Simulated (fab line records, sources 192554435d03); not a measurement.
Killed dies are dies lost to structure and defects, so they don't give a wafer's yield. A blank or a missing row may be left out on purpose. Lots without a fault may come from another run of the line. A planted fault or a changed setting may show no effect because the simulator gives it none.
fab line records | flow n5_finfet | part 1 of 2: steps 1 to 3 of 6
record lots=20 wafers=60 last_day=17
route steps=1938 shown GATE_CUT@498 MOL_CONTACT_COAG@530
lots that met no fault: from a run of the same line without faults
start_h: hours from the record's first day to the start of the lot's first wafer shown | wait_h: hours since the lot's step before | " the same as in the row above | L1.1+2: a row that stands for several wafers | - no value, or no start given | * or withheld: withheld | < > ~ a bound
route shown NAME@n: a module of which the file shows steps, and the number in the route of the first | usual: mean/standard deviation of fault-free wafers | same: alike in all rows | chamber/n: place in a boat | sites: the reading at each site | _std_site: their standard deviation | _edge_site: outer sites' mean less inner sites' | radius_mm: how far each site lies from the wafer's centre | mask NAME#n: copy n | behind: the tool/chamber that last shaped the wafer | hold: why the lot was held/for how many hours/how that ended | device: the transistor (n, p or np) that didn't switch | end of line: the same wafers' tests at the end of the route | a step without rows: its recipe alone | killed: dies lost to structure and defects at the first sort, not the wafer's yield | map: a wafer's dies, x killed, . not, _ none there
set.NAME: the setting as run; set.NAME@STEP: as run at that earlier step | model.NAME: the simulator's own value behind a step, which no gauge read
steps of the route over a sample of lots; a table a step, a row a wafer
services: from which hour (start_h, from the record's first day; less than 0 if before it) a tool's chamber was out of use, for how many hours, and why
## steps
# step N5_GATE_CUT_STRIP_42
# recipe chemistry=O2 power_w=400 temp_c=40 pressure_mtorr=30 rf_frequency_hz=6e+07 bias_power_w=0 overash_fraction=0.3 o2_flow_sccm=225
# usual drypump_motor_current_A=5.8/0.34 oes_product_au=0.79/0.073 rf_vpp_V=3.7/0.47 showerhead_plenum_p_Torr=2.07/0.082 throttle_valve_pct=16.6/0.31
# columns lot.wafer tool chamber start_h wait_h drypump_motor_current_A oes_product_au rf_hours_counter_h rf_vpp_V showerhead_plenum_p_Torr throttle_valve_pct
L074.2 rie_diel-06 0 89.88 0.0 6.3 0.94 18 3.4 2.15 16.7
L074.5 " 3 " " 6.5 0.69 - 3.7 2.08 16.6
L074.6 " 2 " " 5.6 0.80 - 3.8 2.18 16.3
L075.2 rie_diel-05 2 92.36 0.0 6.0 0.78 109 3.6 1.94 16.3
L075.5 " 2 " " 6.0 0.78 - 3.3 1.94 16.3
L075.6 " 1 " " 5.5 0.74 - 4.1 2.04 17.3
L076.1 rie_diel-02 3 99.47 0.0 6.2 0.86 51 3.2 2.02 16.3
L076.4 " 0 " " 5.2 0.77 129 2.8 2.11 16.7
L076.6 " 0 " " 5.2 0.77 - 3.3 2.11 16.7
L077.1 rie_diel-06 2 102.61 0.0 5.6 0.78 127 4.1 2.18 16.4
L077.4 " 3 " " 6.5 0.68 250 4.8 2.08 16.6
L077.5 " 0 " " 6.3 0.92 - 3.1 2.15 16.6
L078.1 rie_diel-06 0 109.54 0.0 6.3 0.93 25 3.6 2.15 16.6
L078.2 " 1 " " 5.7 0.74 194 3.0 2.00 16.9
L078.3 " 3 " " 6.5 0.68 253 3.7 2.08 16.6
L079.2 rie_diel-06 1 116.93 0.0 5.8 0.75 196 3.6 2.00 17.0
L079.4 " 0 " " 6.3 0.92 - 4.1 2.15 16.7
L079.6 " 1 " " 5.8 0.74 - 2.9 2.00 16.9
L080.2 rie_diel-05 3 119.30 0.0 5.9 0.79 133 3.7 2.17 16.8
L080.4 " 0 " " 5.5 0.90 40 3.9 2.06 16.3
L080.5 " 3 " " 5.9 0.79 - 3.6 2.17 16.8
L081.1 rie_diel-02 0 126.65 0.0 5.2 0.75 137 3.6 2.10 16.7
L081.4 " 2 " " 5.7 0.86 48 3.3 2.20 16.5
L081.5 " 0 " " 5.2 0.77 - 4.1 2.10 16.7
L082.1 rie_diel-05 3 131.90 0.0 6.0 0.79 136 4.0 2.16 16.8
L082.4 " 0 " " 5.5 0.91 - 3.6 2.06 16.3
L082.5 " 3 " " 6.0 0.80 - 3.6 2.17 16.8
L083.1 rie_diel-02 0 139.02 0.0 5.2 0.76 140 3.5 2.10 16.7
L083.4 " 3 " " 6.2 0.86 63 3.0 2.02 16.3
L083.5 " 1 " " 6.0 0.70 - 4.1 2.02 16.8
L084.1 rie_diel-05 3 143.45 0.0 6.0 0.79 140 4.2 2.16 16.8
L084.2 " 2 " " 6.0 0.76 125 3.2 1.93 16.4
L084.5 " 3 " " 5.9 0.79 - 3.7 2.16 16.8
L087.1 rie_diel-06 1 162.51 0.0 5.7 0.72 211 3.6 1.99 17.0
L087.4 " 3 " " 6.4 0.94 6 3.3 2.07 16.2
L087.6 " 2 " " 5.6 0.76 - 3.3 2.18 16.4
L088.1 rie_diel-02 0 169.66 0.0 5.2 0.75 150 2.7 2.10 16.7
L088.4 " 1 " " 6.0 0.69 194 3.7 2.01 16.8
L088.5 " 2 " " 5.7 0.85 - 3.8 2.19 16.6
L089.2 rie_diel-02 0 175.96 0.0 5.2 0.75 152 3.8 2.10 16.7
L089.4 " 2 " " 5.7 0.85 62 2.7 2.19 16.6
L089.6 " 1 " " 6.0 0.69 - 2.6 2.01 16.8
L090.2 rie_diel-02 1 178.43 0.0 6.0 0.69 197 4.4 2.01 16.8
L090.3 " 0 " " 5.3 0.75 153 4.1 2.10 16.7
L090.6 " 2 " " 5.6 0.84 - 4.0 2.19 16.6
L091.1 rie_diel-05 0 187.05 0.0 5.5 0.87 60 3.8 2.05 16.3
L091.3 " 2 " " 6.0 0.75 137 4.1 1.93 16.4
L091.6 " 3 " " 6.0 0.77 - 4.0 2.16 16.9
L093.2 rie_diel-06 0 199.76 0.0 6.3 0.88 52 3.5 2.14 16.7
L093.3 " 1 " " 5.7 0.72 221 3.0 1.99 17.0
L093.5 " 2 " " 5.6 0.77 - 3.7 2.17 16.4
L094.1 rie_diel-05 3 206.16 0.0 5.9 0.76 158 3.8 2.16 16.9
L094.4 " 0 " " 5.5 0.87 66 4.8 2.05 16.3
L094.5 " 1 " " 5.5 0.71 - 3.6 2.03 17.4
L096.2 rie_diel-02 2 216.93 0.0 5.7 0.83 75 3.3 2.19 16.6
L096.3 " 3 " " 6.2 0.83 86 3.1 2.01 16.3
L096.5 " 2 " " 5.7 0.83 - 3.6 2.19 16.6
L097.1 rie_diel-02 2 223.85 0.0 5.7 0.84 77 3.7 2.19 16.6
L097.2 " 3 " " 6.2 0.84 87 3.1 2.01 16.4
L097.3 " 0 " " 5.2 0.74 166 3.6 2.09 16.8
# step N5_GATE_CUT_ETCH_19
# recipe chemistry=CH3F/O2 target=SiNx mask_material=SiO2 target_depth_a=537 time_s=76.7 pressure_mtorr=30 source_w=395 bias_w=73 Ar_flow_sccm=150 CH3F_flow_sccm=30 O2_flow_sccm=20 ion_energy_ev=120 ends=cleared
# usual bias_w=73.00/0.21 drypump_motor_current_A=5.8/0.33 etch_rf_on_time_s=76.3/1.9 oes_product_au=0.67/0.062 rf_vpp_V=295/7.6 showerhead_plenum_p_Torr=1.98/0.089 throttle_valve_pct=16.31/0.28
# columns lot.wafer tool chamber start_h wait_h bias_w drypump_motor_current_A etch_rf_on_time_s oes_product_au rf_hours_counter_h rf_vpp_V showerhead_plenum_p_Torr throttle_valve_pct
L074.2 rie_diel-06 0 89.92 0.0 73.12 6.3 79.5 0.79 18 291 2.03 16.18
L074.5 " 3 " " 72.91 6.5 75.3 0.60 - 291 1.97 16.16
L074.6 " 2 " " 72.96 5.6 78.1 0.66 - 296 2.11 16.14
L075.2 rie_diel-05 2 92.40 0.0 72.60 6.0 76.3 0.68 109 293 1.85 16.01
L075.5 " 2 " " 72.73 6.0 77.4 0.67 - 291 1.85 16.02
L075.6 " 1 " " 72.67 5.4 74.0 0.63 - 291 1.92 16.82
L076.1 rie_diel-02 3 99.51 0.0 73.35 6.2 75.3 0.74 51 299 1.96 16.13
L076.4 " 0 " " 72.84 5.2 76.6 0.66 129 284 1.99 16.23
L076.6 " 0 " " 72.89 5.2 76.9 0.66 - 282 1.99 16.22
L077.1 rie_diel-06 2 102.65 0.0 72.98 5.6 77.9 0.65 127 295 2.10 16.14
L077.4 " 3 " " 73.17 6.5 74.4 0.60 250 289 1.97 16.16
L077.5 " 0 " " 73.32 6.3 79.2 0.79 - 291 2.03 16.17
L078.1 rie_diel-06 0 109.58 0.0 73.03 6.3 79.5 0.78 25 290 2.03 16.20
L078.2 " 1 " " 72.50 5.7 76.6 0.63 194 297 1.91 16.64
L078.3 " 3 " " 73.00 6.4 74.9 0.60 253 291 1.97 16.19
L079.2 rie_diel-06 1 116.97 0.0 72.96 5.7 76.0 0.62 196 297 1.91 16.63
L079.4 " 0 " " 73.29 6.3 79.1 0.76 - 291 2.02 16.19
L079.6 " 1 " " 72.98 5.8 75.9 0.63 - 295 1.91 16.61
L080.2 rie_diel-05 3 119.34 0.0 72.95 5.9 76.9 0.67 133 313 2.10 16.70
L080.4 " 0 " " 73.04 5.5 73.0 0.79 40 295 1.96 15.95
L080.5 " 3 " " 73.26 5.9 77.4 0.67 - 312 2.10 16.69
L081.1 rie_diel-02 0 126.69 0.0 72.93 5.3 76.8 0.65 137 284 1.98 16.24
L081.4 " 2 " " 73.08 5.7 76.8 0.74 48 300 2.12 16.33
L081.5 " 0 " " 73.09 5.2 77.5 0.65 - 283 1.98 16.25
L082.1 rie_diel-05 3 131.94 0.0 73.15 5.9 77.6 0.67 136 312 2.10 16.69
L082.4 " 0 " " 73.26 5.5 73.2 0.79 - 296 1.96 15.95
L082.5 " 3 " " 73.01 5.9 77.5 0.67 - 313 2.10 16.70
L083.1 rie_diel-02 0 139.06 0.0 72.69 5.2 77.6 0.65 140 283 1.98 16.24
L083.4 " 3 " " 72.68 6.2 74.3 0.74 63 298 1.96 16.14
L083.5 " 1 " " 72.69 6.0 74.7 0.61 - 291 1.89 16.29
L084.1 rie_diel-05 3 143.49 0.0 73.24 5.9 78.6 0.66 140 314 2.10 16.69
L084.2 " 2 " " 73.13 6.0 77.3 0.66 125 291 1.85 16.05
L084.5 " 3 " " 72.94 5.9 78.0 0.67 - 314 2.10 16.71
L087.1 rie_diel-06 1 162.55 0.0 72.91 5.7 77.5 0.61 211 296 1.90 16.66
L087.4 " 3 " " 72.84 6.4 75.9 0.81 6 291 1.96 15.75
L087.6 " 2 " " 72.61 5.6 76.7 0.64 - 295 2.10 16.19
L088.1 rie_diel-02 0 169.70 0.0 72.69 5.2 77.4 0.64 150 283 1.98 16.27
L088.4 " 1 " " 73.16 6.0 75.0 0.60 194 288 1.89 16.29
L088.5 " 2 " " 73.30 5.7 78.1 0.72 - 300 2.11 16.35
L089.2 rie_diel-02 0 176.00 0.0 73.19 5.2 77.4 0.63 152 281 1.98 16.27
L089.4 " 2 " " 72.78 5.7 78.0 0.72 62 300 2.11 16.32
L089.6 " 1 " " 72.94 6.0 75.4 0.60 - 290 1.89 16.29
L090.2 rie_diel-02 1 178.47 0.0 73.19 6.0 74.9 0.61 197 290 1.89 16.30
L090.3 " 0 " " 72.92 5.2 77.8 0.63 153 284 1.98 16.28
L090.6 " 2 " " 72.72 5.7 77.9 0.72 - 300 2.11 16.36
L091.1 rie_diel-05 0 187.09 0.0 73.07 5.5 72.7 0.77 60 296 1.95 15.97
L091.3 " 2 " " 73.06 6.0 78.3 0.65 137 291 1.84 16.07
L091.6 " 3 " " 73.36 5.9 79.2 0.65 - 312 2.10 16.71
L093.2 rie_diel-06 0 199.80 0.0 73.21 6.3 78.0 0.75 52 290 2.02 16.25
L093.3 " 1 " " 73.07 5.7 77.4 0.60 221 296 1.90 16.67
L093.5 " 2 " " 72.88 5.6 76.1 0.63 - 295 2.09 16.21
L094.1 rie_diel-05 3 206.20 0.0 72.94 6.0 80.5 0.64 158 312 2.09 16.74
L094.4 " 0 " " 73.24 5.5 73.8 0.75 66 297 1.95 15.98
L094.5 " 1 " " 72.81 5.5 74.1 0.61 - 290 1.91 16.88
L096.2 rie_diel-02 2 216.97 0.0 72.80 5.7 77.5 0.71 76 301 2.11 16.36
L096.3 " 3 " " 72.62 6.2 75.3 0.71 86 300 1.95 16.19
L096.5 " 2 " " 72.88 5.7 78.6 0.70 - 300 2.11 16.36
L097.1 rie_diel-02 2 223.89 0.0 73.01 5.6 78.1 0.70 77 299 2.11 16.38
L097.2 " 3 " " 73.41 6.2 74.6 0.71 87 299 1.95 16.19
L097.3 " 0 " " 72.96 5.2 77.1 0.63 166 282 1.97 16.29
# step N5_GATE_CUT_CUT_ETCH_53
# recipe chemistry=SF6/Cl2 target=W mask_material=SiO2 target_depth_a=792 pressure_mtorr=8 icp_w=900 bias_w=80 SF6_flow_sccm=40 Cl2_flow_sccm=60 ends=cleared
# usual bias_w=80.01/0.26 drypump_motor_current_A=5.8/0.43 etch_rf_on_time_s=26.5/0.62 he_backside_leak_sccm=3.3/0.31 oes_product_au=0.69/0.1 throttle_valve_pct=28.5/0.41
# columns lot.wafer tool chamber start_h wait_h bias_w drypump_motor_current_A etch_rf_on_time_s he_backside_leak_sccm oes_product_au rf_hours_counter_h throttle_valve_pct
L074.2 rie_metal-03 0 90.02 0.1 79.87 6.2 26.4 3.2 0.55 124 29.0
L074.5 " 1 " " 80.17 6.2 26.8 3.5 0.55 - 29.1
L074.6 " 0 " " 80.17 6.2 26.4 3.2 0.55 - 28.9
L075.2 rie_metal-01 0 92.51 0.1 80.16 5.8 25.7 3.2 0.81 14 28.0
L075.5 " 0 " " 79.87 5.8 25.9 3.4 0.80 - 28.0
L075.6 " 1 " " 79.23 5.3 26.1 3.2 0.73 - 28.7
L076.1 rie_metal-01 0 99.62 0.1 80.05 5.8 26.0 3.2 0.80 15 28.0
L076.4 " 1 " " 80.16 5.3 26.0 3.2 0.73 - 28.7
L076.6 " 0 " " 80.11 5.8 26.2 3.2 0.80 - 28.0
L077.1 rie_metal-01 1 102.76 0.1 80.11 5.3 26.0 3.5 0.73 32 28.7
L077.4 " 1 " " 80.33 5.3 26.1 3.4 0.73 - 28.7
L077.5 " 1 " " 80.21 5.2 26.0 3.2 0.73 - 28.7
L078.1 rie_metal-01 1 109.69 0.1 79.77 5.3 26.0 3.1 0.73 33 28.7
L078.2 " 0 " " 79.81 5.7 25.7 3.3 0.80 15 28.0
L078.3 " 0 " " 79.76 5.8 26.0 3.3 0.80 - 28.0
L079.2 rie_metal-03 0 117.08 0.1 80.22 6.2 26.4 3.6 0.55 126 28.9
L079.4 " 1 " " 79.76 6.2 26.9 3.6 0.55 - 29.1
L079.6 " 0 " " 80.14 6.2 26.6 3.2 0.55 - 28.9
L080.2 rie_metal-03 1 119.45 0.1 79.86 6.2 26.9 3.6 0.54 130 29.1
L080.4 " 1 " " 79.70 6.2 27.4 3.6 0.54 - 29.1
L080.5 " 1 " " 80.18 6.2 27.2 3.6 0.54 - 29.1
L081.1 rie_metal-01 1 126.80 0.1 79.73 5.3 26.0 3.4 0.72 34 28.7
L081.4 " 1 " " 80.08 5.3 26.0 3.4 0.73 - 28.7
L081.5 " 1 " " 79.85 5.3 26.1 3.1 0.72 - 28.7
L082.1 rie_metal-02 1 132.05 0.1 79.96 5.0 26.5 3.3 0.71 34 28.1
L082.4 " 1 " " 80.10 5.0 26.5 3.4 0.71 - 28.1
L082.5 " 0 " " 80.41 5.9 27.6 3.1 0.79 - 28.2
L083.1 rie_metal-02 1 139.17 0.1 79.57 5.0 26.9 3.4 0.71 34 28.1
L083.4 " 1 " " 79.84 5.0 26.8 3.3 0.71 - 28.1
L083.5 " 0 " " 79.96 5.9 27.8 3.6 0.78 - 28.2
L084.1 rie_metal-01 0 143.59 0.1 80.13 5.8 25.9 3.2 0.78 18 28.0
L084.2 " 1 " " 80.14 5.3 26.1 3.3 0.71 35 28.7
L084.5 " 1 " " 80.12 5.3 26.4 3.2 0.72 - 28.7
L087.1 rie_metal-02 1 162.66 0.1 80.10 5.0 26.4 3.2 0.71 35 28.1
L087.4 " 0 " " 79.85 5.9 27.3 3.2 0.77 - 28.2
L087.6 " 0 " " 80.14 5.9 27.6 3.3 0.77 - 28.2
L088.1 rie_metal-01 0 169.80 0.1 79.93 5.8 26.6 3.2 0.78 20 28.0
L088.4 " 0 " " 80.31 5.7 26.6 3.0 0.78 - 28.0
L088.5 " 1 " " 79.97 5.3 26.4 3.4 0.71 - 28.7
L089.2 rie_metal-02 1 176.11 0.1 80.41 5.0 26.6 3.2 0.70 38 28.1
L089.4 " 0 " " 79.56 5.9 27.5 3.2 0.77 - 28.2
L089.6 " 1 " " 80.17 5.0 26.6 3.3 0.71 - 28.1
L090.2 rie_metal-02 1 178.58 0.1 79.90 5.0 26.7 3.5 0.69 38 28.1
L090.3 " 0 " " 79.78 5.9 27.5 3.0 0.77 - 28.2
L090.6 " 1 " " 79.99 5.0 26.7 3.4 0.70 - 28.1
L091.1 rie_metal-03 0 187.20 0.1 79.66 6.2 25.9 3.3 0.55 132 29.0
L091.3 " 1 " " 80.16 6.2 26.4 3.4 0.54 - 29.1
L091.6 " 1 " " 80.25 6.2 26.6 3.7 0.54 - 29.1
L093.2 rie_metal-02 0 199.93 0.1 80.16 5.9 27.9 3.1 0.74 - 28.2
L093.3 " 0 " " 80.31 5.9 27.6 3.2 0.75 - 28.2
L093.5 " 0 " " 79.84 5.9 27.8 3.3 0.75 - 28.2
L094.1 rie_metal-02 1 206.31 0.1 79.88 5.0 26.5 3.3 0.70 38 28.1
L094.4 " 1 " " 80.51 5.0 26.5 3.4 0.70 - 28.1
L094.5 " 1 " " 80.47 5.0 26.6 3.2 0.70 - 28.1
L096.2 rie_metal-01 1 217.08 0.1 79.95 5.3 25.8 3.3 0.71 42 28.7
L096.3 " 1 " " 79.98 5.3 25.9 3.2 0.70 - 28.7
L096.5 " 0 " " 80.06 5.8 25.8 3.3 0.77 - 28.0
L097.1 rie_metal-03 1 224.00 0.1 80.16 6.2 25.8 3.4 0.87 2 28.5
L097.2 " 1 " " 80.18 6.2 25.8 3.3 0.86 - 28.6
L097.3 " 1 " " 80.06 6.2 25.9 3.3 0.86 - 28.6
